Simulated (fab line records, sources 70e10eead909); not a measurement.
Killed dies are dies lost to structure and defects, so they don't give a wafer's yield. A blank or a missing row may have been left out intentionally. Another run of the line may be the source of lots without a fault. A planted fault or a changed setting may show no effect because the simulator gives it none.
fab line records / flow nand_harc
record lots=14 wafers=42 last_day=33
route steps=1302 shown A_ZERO_WELL@411 A_SOURCE_PLATE@420 A_ONON_D1@438
lots that met no fault: from a run of the same line without faults
start_h: start of the lot's first displayed wafer, in hours after the record's first day / wait_h: hours elapsed since this lot's preceding step / " the same as in the row above / L1.1+2: one row covering several wafers at once / - no value, or no start given / * or withheld: withheld / < > ~ a bound
route shown NAME@n: a module of which the file shows steps, and the number in the route of the first / usual: the fault-free wafers' mean and standard deviation / same: alike in all rows / chamber/n: place in a boat / sites: the reading at each site / _std_site: standard deviation across them / _edge_site: mean of outer sites minus mean of inner sites / radius_mm: how far each site lies from the wafer's centre / mask NAME#n: copy n / behind: tool/chamber where the wafer was last shaped / hold: what put the lot on hold/how long, in hours/how the hold closed / device: the transistor (n, p or np) that didn't switch / end of line: tests run on the same wafers once the route is complete / step lacking rows: just its recipe / killed: count of dies lost to structure and defects at first sort (not the wafer's yield) / map: a wafer's dies, marking killed ones x, the rest . and places with no die _
set.NAME: the setting the step ran with; set.NAME@STEP: the setting that earlier step ran with / model.NAME: the simulator's own value behind a step, which no gauge read
steps of the route over a sample of lots; a table a step, a row a wafer
services: from which hour (start_h, from the record's first day; less than 0 if before it) a tool's chamber was out of use, for how many hours, and why
## steps
# step NHARC_A_ZERO_WELL_RTA_16
# recipe temp_c=1000 time_s=10
# usual lamp_power_pct=32.0/0.41 wafer_temp_C_max=1004.3/0.89
# same time_s=10
lot.wafer=L254.1 tool=rtp_anneal-01 chamber=0 start_h=137.39 wait_h=- lamp_power_pct=31.5 wafer_temp_C_max=1003.3
lot.wafer=L254.3 tool=rtp_anneal-01 chamber=0 start_h=137.39 wait_h=- lamp_power_pct=31.6 wafer_temp_C_max=1005.6
lot.wafer=L254.6 tool=rtp_anneal-01 chamber=0 start_h=137.39 wait_h=- lamp_power_pct=31.5 wafer_temp_C_max=1004.5
lot.wafer=L255.2 tool=rtp_anneal-01 chamber=0 start_h=149.21 wait_h=- lamp_power_pct=31.5 wafer_temp_C_max=1004.1
lot.wafer=L255.3 tool=rtp_anneal-01 chamber=0 start_h=149.21 wait_h=- lamp_power_pct=31.6 wafer_temp_C_max=1005.9
lot.wafer=L255.4 tool=rtp_anneal-01 chamber=0 start_h=149.21 wait_h=- lamp_power_pct=31.6 wafer_temp_C_max=1004.6
lot.wafer=L257.1 tool=rtp_anneal-02 chamber=0 start_h=172.49 wait_h=- lamp_power_pct=32.3 wafer_temp_C_max=1004.2
lot.wafer=L257.4 tool=rtp_anneal-02 chamber=0 start_h=172.49 wait_h=- lamp_power_pct=32.3 wafer_temp_C_max=1003.6
lot.wafer=L257.5 tool=rtp_anneal-02 chamber=0 start_h=172.49 wait_h=- lamp_power_pct=32.3 wafer_temp_C_max=1003.6
lot.wafer=L258.2 tool=rtp_anneal-02 chamber=0 start_h=177.63 wait_h=- lamp_power_pct=32.3 wafer_temp_C_max=1004.8
lot.wafer=L258.3 tool=rtp_anneal-02 chamber=0 start_h=177.63 wait_h=- lamp_power_pct=32.4 wafer_temp_C_max=1005.0
lot.wafer=L258.5 tool=rtp_anneal-02 chamber=0 start_h=177.63 wait_h=- lamp_power_pct=32.3 wafer_temp_C_max=1004.2
lot.wafer=L259.2 tool=rtp_anneal-01 chamber=0 start_h=189.78 wait_h=- lamp_power_pct=31.5 wafer_temp_C_max=1006.4
lot.wafer=L259.3 tool=rtp_anneal-01 chamber=0 start_h=189.78 wait_h=- lamp_power_pct=31.6 wafer_temp_C_max=1004.5
lot.wafer=L259.5 tool=rtp_anneal-01 chamber=0 start_h=189.78 wait_h=- lamp_power_pct=31.6 wafer_temp_C_max=1002.9
lot.wafer=L260.1 tool=rtp_anneal-02 chamber=0 start_h=199.17 wait_h=- lamp_power_pct=32.3 wafer_temp_C_max=1003.4
lot.wafer=L260.2 tool=rtp_anneal-02 chamber=0 start_h=199.17 wait_h=- lamp_power_pct=32.3 wafer_temp_C_max=1004.3
lot.wafer=L260.5 tool=rtp_anneal-02 chamber=0 start_h=199.17 wait_h=- lamp_power_pct=32.3 wafer_temp_C_max=1003.5
lot.wafer=L261.1 tool=rtp_anneal-02 chamber=0 start_h=210.23 wait_h=- lamp_power_pct=32.4 wafer_temp_C_max=1002.8
lot.wafer=L261.2 tool=rtp_anneal-02 chamber=0 start_h=210.23 wait_h=- lamp_power_pct=32.4 wafer_temp_C_max=1004.5
lot.wafer=L261.5 tool=rtp_anneal-02 chamber=0 start_h=210.23 wait_h=- lamp_power_pct=32.3 wafer_temp_C_max=1005.3
lot.wafer=L262.1 tool=rtp_anneal-02 chamber=0 start_h=222.08 wait_h=0.1 lamp_power_pct=32.4 wafer_temp_C_max=1003.5
lot.wafer=L262.4 tool=rtp_anneal-02 chamber=0 start_h=222.08 wait_h=0.1 lamp_power_pct=32.4 wafer_temp_C_max=1003.9
lot.wafer=L262.6 tool=rtp_anneal-02 chamber=0 start_h=222.08 wait_h=0.1 lamp_power_pct=32.4 wafer_temp_C_max=1005.7
lot.wafer=L264.1 tool=rtp_anneal-01 chamber=0 start_h=243.89 wait_h=- lamp_power_pct=31.6 wafer_temp_C_max=1002.8
lot.wafer=L264.4 tool=rtp_anneal-01 chamber=0 start_h=243.89 wait_h=- lamp_power_pct=31.5 wafer_temp_C_max=1003.1
lot.wafer=L264.5 tool=rtp_anneal-01 chamber=0 start_h=243.89 wait_h=- lamp_power_pct=31.6 wafer_temp_C_max=1005.3
lot.wafer=L265.2 tool=rtp_anneal-02 chamber=0 start_h=250.06 wait_h=- lamp_power_pct=32.3 wafer_temp_C_max=1003.5
lot.wafer=L265.5 tool=rtp_anneal-02 chamber=0 start_h=250.06 wait_h=- lamp_power_pct=32.4 wafer_temp_C_max=1003.4
lot.wafer=L265.6 tool=rtp_anneal-02 chamber=0 start_h=250.06 wait_h=- lamp_power_pct=32.3 wafer_temp_C_max=1004.9
lot.wafer=L269.1 tool=rtp_anneal-02 chamber=0 start_h=294.55 wait_h=- lamp_power_pct=32.4 wafer_temp_C_max=1004.4
lot.wafer=L269.3 tool=rtp_anneal-02 chamber=0 start_h=294.55 wait_h=- lamp_power_pct=32.3 wafer_temp_C_max=1005.5
lot.wafer=L269.4 tool=rtp_anneal-02 chamber=0 start_h=294.55 wait_h=- lamp_power_pct=32.3 wafer_temp_C_max=1004.1
lot.wafer=L270.4 tool=rtp_anneal-02 chamber=0 start_h=314.86 wait_h=- lamp_power_pct=32.3 wafer_temp_C_max=1002.1
lot.wafer=L270.5 tool=rtp_anneal-02 chamber=0 start_h=314.86 wait_h=- lamp_power_pct=32.4 wafer_temp_C_max=1004.6
lot.wafer=L270.6 tool=rtp_anneal-02 chamber=0 start_h=314.86 wait_h=- lamp_power_pct=32.3 wafer_temp_C_max=1004.6
lot.wafer=L275.1 tool=rtp_anneal-01 chamber=0 start_h=342.07 wait_h=- lamp_power_pct=31.5 wafer_temp_C_max=1006.5
lot.wafer=L275.4 tool=rtp_anneal-01 chamber=0 start_h=342.07 wait_h=- lamp_power_pct=31.5 wafer_temp_C_max=1003.8
lot.wafer=L275.5 tool=rtp_anneal-01 chamber=0 start_h=342.07 wait_h=- lamp_power_pct=31.5 wafer_temp_C_max=1003.7
lot.wafer=L277.1 tool=rtp_anneal-02 chamber=0 start_h=367.76 wait_h=- lamp_power_pct=32.4 wafer_temp_C_max=1003.4
lot.wafer=L277.2 tool=rtp_anneal-02 chamber=0 start_h=367.76 wait_h=- lamp_power_pct=32.4 wafer_temp_C_max=1005.4
lot.wafer=L277.6 tool=rtp_anneal-02 chamber=0 start_h=367.76 wait_h=- lamp_power_pct=32.4 wafer_temp_C_max=1005.2
# step NHARC_A_SOURCE_PLATE_THK_MEAS_06
# recipe thk_meas_gauge=ellipsometry
# usual thk_nm=199.5/2.2
lot.wafer=L254.1 tool=film_metro-01 chamber=- start_h=157.60 wait_h=0.4 thk_nm=200.8
lot.wafer=L254.3 tool=film_metro-01 chamber=- start_h=157.60 wait_h=0.4 thk_nm=196.6
lot.wafer=L254.6 tool=film_metro-01 chamber=- start_h=157.60 wait_h=0.4 thk_nm=200.2
lot.wafer=L255.2 tool=film_metro-01 chamber=- start_h=169.23 wait_h=0.4 thk_nm=199.2
lot.wafer=L255.3 tool=film_metro-01 chamber=- start_h=169.23 wait_h=0.4 thk_nm=197.5
lot.wafer=L255.4 tool=film_metro-01 chamber=- start_h=169.23 wait_h=0.4 thk_nm=198.4
lot.wafer=L257.1 tool=film_metro-02 chamber=- start_h=192.87 wait_h=0.4 thk_nm=203.5
lot.wafer=L257.4 tool=film_metro-02 chamber=- start_h=192.87 wait_h=0.4 thk_nm=202.0
lot.wafer=L257.5 tool=film_metro-02 chamber=- start_h=192.87 wait_h=0.4 thk_nm=203.3
lot.wafer=L258.2 tool=film_metro-01 chamber=- start_h=200.23 wait_h=0.4 thk_nm=201.2
lot.wafer=L258.3 tool=film_metro-01 chamber=- start_h=200.23 wait_h=0.4 thk_nm=199.5
lot.wafer=L258.5 tool=film_metro-01 chamber=- start_h=200.23 wait_h=0.4 thk_nm=201.7
lot.wafer=L259.2 tool=film_metro-02 chamber=- start_h=211.23 wait_h=0.4 thk_nm=196.5
lot.wafer=L259.3 tool=film_metro-02 chamber=- start_h=211.23 wait_h=0.4 thk_nm=197.0
lot.wafer=L259.5 tool=film_metro-02 chamber=- start_h=211.23 wait_h=0.4 thk_nm=199.3
lot.wafer=L260.1 tool=film_metro-02 chamber=- start_h=221.38 wait_h=0.4 thk_nm=198.6
lot.wafer=L260.2 tool=film_metro-02 chamber=- start_h=221.38 wait_h=0.4 thk_nm=198.9
lot.wafer=L260.5 tool=film_metro-02 chamber=- start_h=221.38 wait_h=0.4 thk_nm=200.2
lot.wafer=L261.1 tool=film_metro-01 chamber=- start_h=236.28 wait_h=0.4 thk_nm=200.6
lot.wafer=L261.2 tool=film_metro-01 chamber=- start_h=236.28 wait_h=0.4 thk_nm=202.6
lot.wafer=L261.5 tool=film_metro-01 chamber=- start_h=236.28 wait_h=0.4 thk_nm=200.2
lot.wafer=L262.1 tool=film_metro-01 chamber=- start_h=242.78 wait_h=0.4 thk_nm=199.6
lot.wafer=L262.4 tool=film_metro-01 chamber=- start_h=242.78 wait_h=0.4 thk_nm=201.9
lot.wafer=L262.6 tool=film_metro-01 chamber=- start_h=242.78 wait_h=0.4 thk_nm=198.8
lot.wafer=L264.1 tool=film_metro-01 chamber=- start_h=265.09 wait_h=0.4 thk_nm=204.1
lot.wafer=L264.4 tool=film_metro-01 chamber=- start_h=265.09 wait_h=0.4 thk_nm=201.9
lot.wafer=L264.5 tool=film_metro-01 chamber=- start_h=265.09 wait_h=0.4 thk_nm=201.9
lot.wafer=L265.2 tool=film_metro-01 chamber=- start_h=269.90 wait_h=0.4 thk_nm=199.8
lot.wafer=L265.5 tool=film_metro-01 chamber=- start_h=269.90 wait_h=0.4 thk_nm=198.8
lot.wafer=L265.6 tool=film_metro-01 chamber=- start_h=269.90 wait_h=0.4 thk_nm=198.8
lot.wafer=L269.1 tool=film_metro-01 chamber=- start_h=315.37 wait_h=0.4 thk_nm=198.1
lot.wafer=L269.3 tool=film_metro-01 chamber=- start_h=315.37 wait_h=0.4 thk_nm=199.5
lot.wafer=L269.4 tool=film_metro-01 chamber=- start_h=315.37 wait_h=0.4 thk_nm=199.0
lot.wafer=L270.4 tool=film_metro-01 chamber=- start_h=333.93 wait_h=0.4 thk_nm=200.4
lot.wafer=L270.5 tool=film_metro-01 chamber=- start_h=333.93 wait_h=0.4 thk_nm=201.3
lot.wafer=L270.6 tool=film_metro-01 chamber=- start_h=333.93 wait_h=0.4 thk_nm=199.5
lot.wafer=L275.1 tool=film_metro-01 chamber=- start_h=361.61 wait_h=0.4 thk_nm=197.2
lot.wafer=L275.4 tool=film_metro-01 chamber=- start_h=361.61 wait_h=0.4 thk_nm=197.1
lot.wafer=L275.5 tool=film_metro-01 chamber=- start_h=361.61 wait_h=0.4 thk_nm=195.9
lot.wafer=L277.1 tool=film_metro-01 chamber=- start_h=393.18 wait_h=0.4 thk_nm=202.4
lot.wafer=L277.2 tool=film_metro-01 chamber=- start_h=393.18 wait_h=0.4 thk_nm=202.0
lot.wafer=L277.6 tool=film_metro-01 chamber=- start_h=393.18 wait_h=0.4 thk_nm=200.8
# step NHARC_A_ONON_D1_DEP_19
# recipe target_thk_a=10000 n2_flow_sccm=2750 n2o_flow_sccm=2000 nh3_flow_sccm=500 sih4_flow_sccm=210 temp_c=400
# usual n2_flow_sccm=2750/8.3
lot.wafer=L254.1 tool=pecvd_onon-03 chamber=0 start_h=170.41 wait_h=0.1 n2_flow_sccm=2768
lot.wafer=L254.3 tool=pecvd_onon-03 chamber=0 start_h=170.41 wait_h=0.1 n2_flow_sccm=2753
lot.wafer=L254.6 tool=pecvd_onon-03 chamber=0 start_h=170.41 wait_h=0.1 n2_flow_sccm=2758
lot.wafer=L255.2 tool=pecvd_onon-04 chamber=0 start_h=180.06 wait_h=0.1 n2_flow_sccm=2756
lot.wafer=L255.3 tool=pecvd_onon-04 chamber=0 start_h=180.06 wait_h=0.1 n2_flow_sccm=2758
lot.wafer=L255.4 tool=pecvd_onon-04 chamber=0 start_h=180.06 wait_h=0.1 n2_flow_sccm=2754
lot.wafer=L257.1 tool=pecvd_onon-03 chamber=0 start_h=203.43 wait_h=0.1 n2_flow_sccm=2739
lot.wafer=L257.4 tool=pecvd_onon-03 chamber=0 start_h=203.43 wait_h=0.1 n2_flow_sccm=2748
lot.wafer=L257.5 tool=pecvd_onon-03 chamber=0 start_h=203.43 wait_h=0.1 n2_flow_sccm=2731
lot.wafer=L258.2 tool=pecvd_onon-03 chamber=0 start_h=212.84 wait_h=0.1 n2_flow_sccm=2762
lot.wafer=L258.3 tool=pecvd_onon-03 chamber=0 start_h=212.84 wait_h=0.1 n2_flow_sccm=2749
lot.wafer=L258.5 tool=pecvd_onon-03 chamber=0 start_h=212.84 wait_h=0.1 n2_flow_sccm=2753
lot.wafer=L260.1 tool=pecvd_onon-01 chamber=0 start_h=230.69 wait_h=0.1 n2_flow_sccm=2750
lot.wafer=L260.2 tool=pecvd_onon-01 chamber=0 start_h=230.69 wait_h=0.1 n2_flow_sccm=2747
lot.wafer=L260.5 tool=pecvd_onon-01 chamber=0 start_h=230.69 wait_h=0.1 n2_flow_sccm=2768
lot.wafer=L259.2 tool=pecvd_onon-04 chamber=0 start_h=230.74 wait_h=0.1 n2_flow_sccm=2736
lot.wafer=L259.3 tool=pecvd_onon-04 chamber=0 start_h=230.74 wait_h=0.1 n2_flow_sccm=2740
lot.wafer=L259.5 tool=pecvd_onon-04 chamber=0 start_h=230.74 wait_h=0.1 n2_flow_sccm=2741
lot.wafer=L261.1 tool=pecvd_onon-01 chamber=0 start_h=247.00 wait_h=0.1 n2_flow_sccm=2737
lot.wafer=L261.2 tool=pecvd_onon-01 chamber=0 start_h=247.00 wait_h=0.1 n2_flow_sccm=2743
lot.wafer=L261.5 tool=pecvd_onon-01 chamber=0 start_h=247.00 wait_h=0.1 n2_flow_sccm=2743
lot.wafer=L262.1 tool=pecvd_onon-04 chamber=0 start_h=254.07 wait_h=0.1 n2_flow_sccm=2746
lot.wafer=L262.4 tool=pecvd_onon-04 chamber=0 start_h=254.07 wait_h=0.1 n2_flow_sccm=2741
lot.wafer=L262.6 tool=pecvd_onon-04 chamber=0 start_h=254.07 wait_h=0.1 n2_flow_sccm=2750
lot.wafer=L264.1 tool=pecvd_onon-04 chamber=0 start_h=279.03 wait_h=0.1 n2_flow_sccm=2755
lot.wafer=L264.4 tool=pecvd_onon-04 chamber=0 start_h=279.03 wait_h=0.1 n2_flow_sccm=2743
lot.wafer=L264.5 tool=pecvd_onon-04 chamber=0 start_h=279.03 wait_h=0.1 n2_flow_sccm=2748
lot.wafer=L265.2 tool=pecvd_onon-03 chamber=0 start_h=279.09 wait_h=0.1 n2_flow_sccm=2763
lot.wafer=L265.5 tool=pecvd_onon-03 chamber=0 start_h=279.09 wait_h=0.1 n2_flow_sccm=2746
lot.wafer=L265.6 tool=pecvd_onon-03 chamber=0 start_h=279.09 wait_h=0.1 n2_flow_sccm=2752
lot.wafer=L269.1 tool=pecvd_onon-04 chamber=0 start_h=326.06 wait_h=0.1 n2_flow_sccm=2761
lot.wafer=L269.3 tool=pecvd_onon-04 chamber=0 start_h=326.06 wait_h=0.1 n2_flow_sccm=2757
lot.wafer=L269.4 tool=pecvd_onon-04 chamber=0 start_h=326.06 wait_h=0.1 n2_flow_sccm=2763
lot.wafer=L270.4 tool=pecvd_onon-04 chamber=0 start_h=344.85 wait_h=0.2 n2_flow_sccm=2752
lot.wafer=L270.5 tool=pecvd_onon-04 chamber=0 start_h=344.85 wait_h=0.2 n2_flow_sccm=2745
lot.wafer=L270.6 tool=pecvd_onon-04 chamber=0 start_h=344.85 wait_h=0.2 n2_flow_sccm=2754
lot.wafer=L275.1 tool=pecvd_onon-03 chamber=0 start_h=372.77 wait_h=0.1 n2_flow_sccm=2752
lot.wafer=L275.4 tool=pecvd_onon-03 chamber=0 start_h=372.77 wait_h=0.1 n2_flow_sccm=2755
lot.wafer=L275.5 tool=pecvd_onon-03 chamber=0 start_h=372.77 wait_h=0.1 n2_flow_sccm=2741
lot.wafer=L277.1 tool=pecvd_onon-03 chamber=0 start_h=403.86 wait_h=0.1 n2_flow_sccm=2744
lot.wafer=L277.2 tool=pecvd_onon-03 chamber=0 start_h=403.86 wait_h=0.1 n2_flow_sccm=2743
lot.wafer=L277.6 tool=pecvd_onon-03 chamber=0 start_h=403.86 wait_h=0.1 n2_flow_sccm=2750
# step NHARC_A_ONON_D1_THK_MEAS_21
# recipe thk_meas_gauge=ellipsometry
# usual thk_nm=1001/8.6
lot.wafer=L254.1 tool=film_metro-02 chamber=- start_h=170.91 wait_h=- thk_nm=1003
lot.wafer=L254.3 tool=film_metro-02 chamber=- start_h=170.91 wait_h=- thk_nm=1004
lot.wafer=L254.6 tool=film_metro-02 chamber=- start_h=170.91 wait_h=- thk_nm=1003
lot.wafer=L255.2 tool=film_metro-01 chamber=- start_h=180.51 wait_h=- thk_nm=984
lot.wafer=L255.3 tool=film_metro-01 chamber=- start_h=180.51 wait_h=- thk_nm=981
lot.wafer=L255.4 tool=film_metro-01 chamber=- start_h=180.51 wait_h=- thk_nm=982
lot.wafer=L257.1 tool=film_metro-02 chamber=- start_h=203.93 wait_h=- thk_nm=1008
lot.wafer=L257.4 tool=film_metro-02 chamber=- start_h=203.93 wait_h=- thk_nm=1009
lot.wafer=L257.5 tool=film_metro-02 chamber=- start_h=203.93 wait_h=- thk_nm=1010
lot.wafer=L258.2 tool=film_metro-01 chamber=- start_h=213.29 wait_h=- thk_nm=992
lot.wafer=L258.3 tool=film_metro-01 chamber=- start_h=213.29 wait_h=- thk_nm=992
lot.wafer=L258.5 tool=film_metro-01 chamber=- start_h=213.29 wait_h=- thk_nm=992
lot.wafer=L259.2 tool=film_metro-02 chamber=- start_h=231.20 wait_h=- thk_nm=991
lot.wafer=L259.3 tool=film_metro-02 chamber=- start_h=231.20 wait_h=- thk_nm=993
lot.wafer=L259.5 tool=film_metro-02 chamber=- start_h=231.20 wait_h=- thk_nm=992
lot.wafer=L260.1 tool=film_metro-01 chamber=- start_h=231.21 wait_h=- thk_nm=1007
lot.wafer=L260.2 tool=film_metro-01 chamber=- start_h=231.21 wait_h=- thk_nm=1007
lot.wafer=L260.5 tool=film_metro-01 chamber=- start_h=231.21 wait_h=- thk_nm=1009
lot.wafer=L261.1 tool=film_metro-01 chamber=- start_h=247.50 wait_h=- thk_nm=990
lot.wafer=L261.2 tool=film_metro-01 chamber=- start_h=247.50 wait_h=- thk_nm=989
lot.wafer=L261.5 tool=film_metro-01 chamber=- start_h=247.50 wait_h=- thk_nm=990
lot.wafer=L262.1 tool=film_metro-01 chamber=- start_h=254.58 wait_h=- thk_nm=998
lot.wafer=L262.4 tool=film_metro-01 chamber=- start_h=254.58 wait_h=- thk_nm=997
lot.wafer=L262.6 tool=film_metro-01 chamber=- start_h=254.58 wait_h=- thk_nm=999
lot.wafer=L264.1 tool=film_metro-01 chamber=- start_h=279.54 wait_h=- thk_nm=1002
lot.wafer=L264.4 tool=film_metro-01 chamber=- start_h=279.54 wait_h=- thk_nm=1001
lot.wafer=L264.5 tool=film_metro-01 chamber=- start_h=279.54 wait_h=- thk_nm=1002
lot.wafer=L265.2 tool=film_metro-01 chamber=- start_h=279.54 wait_h=- thk_nm=999
lot.wafer=L265.5 tool=film_metro-01 chamber=- start_h=279.54 wait_h=- thk_nm=999
lot.wafer=L265.6 tool=film_metro-01 chamber=- start_h=279.54 wait_h=- thk_nm=1000
lot.wafer=L269.1 tool=film_metro-01 chamber=- start_h=326.57 wait_h=- thk_nm=1014
lot.wafer=L269.3 tool=film_metro-01 chamber=- start_h=326.57 wait_h=- thk_nm=935
lot.wafer=L269.4 tool=film_metro-01 chamber=- start_h=326.57 wait_h=- thk_nm=1014
lot.wafer=L270.4 tool=film_metro-01 chamber=- start_h=345.19 wait_h=- thk_nm=1018
lot.wafer=L270.5 tool=film_metro-01 chamber=- start_h=345.19 wait_h=- thk_nm=935
lot.wafer=L270.6 tool=film_metro-01 chamber=- start_h=345.19 wait_h=- thk_nm=1018
lot.wafer=L275.1 tool=film_metro-02 chamber=- start_h=373.28 wait_h=- thk_nm=1003
lot.wafer=L275.4 tool=film_metro-02 chamber=- start_h=373.28 wait_h=- thk_nm=1004
lot.wafer=L275.5 tool=film_metro-02 chamber=- start_h=373.28 wait_h=- thk_nm=1003
lot.wafer=L277.1 tool=film_metro-02 chamber=- start_h=404.37 wait_h=- thk_nm=998
lot.wafer=L277.2 tool=film_metro-02 chamber=- start_h=404.37 wait_h=- thk_nm=998
lot.wafer=L277.6 tool=film_metro-02 chamber=- start_h=404.37 wait_h=- thk_nm=997
## services
tool=pecvd_onon-04 chamber=- start_h=130.54 hours=13.0 kind=pm
tool=pecvd_onon-01 chamber=- start_h=185.13 hours=0.8 kind=repair
tool=pecvd_onon-03 chamber=- start_h=227.00 hours=13.0 kind=pm
tool=pecvd_onon-01 chamber=- start_h=269.24 hours=13.0 kind=pm
tool=pecvd_onon-04 chamber=- start_h=311.54 hours=13.0 kind=pm
tool=rtp_anneal-01 chamber=- start_h=372.00 hours=12.0 kind=pm
## key
first_sign step=NHARC_A_ONON_D1_THK_MEAS_21 reading=thk_nm direction=down sigmas=7.7 usual=1001 struck=935
effect none on later readings
met_at NHARC_A_ONON_D1_DEP_19
struck_lots L269,L270
struck_wafers L269.3,L270.5
later_rows_left_out L269.3,L270.5
sort_left_out L269.3,L270.5
tester_left_out L269,L270
not_acting_at NHARC_A_ZERO_WELL_RTA_16,NHARC_A_SOURCE_PLATE_THK_MEAS_06
onset_between 279.03 326.06
fault kind=process_parameter_drift tool=pecvd_onon-04 chamber=- onset_h=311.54 steps=NHARC_A_ONON_D1_DEP_19 channel=target_thk_a offset=* shape=step end_h=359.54 scope=struck_wafers_only acts_in=* stated=*
# tester_left_out: of these lots the tester's yield and bins aren't shown, on N5 and GAA mostly nor the transistor test; their killed dies are dies lost to structure and defects alone, not to doping, threshold or leakage, so they don't give the yield
# sort_left_out: the simulated sort isn't trusted on such a fault, so these wafers' sort isn't shown, and their yield isn't known
# later_rows_left_out: the simulator's readings of these wafers behind a module that went badly wrong aren't trusted and aren't shown, but for the sort
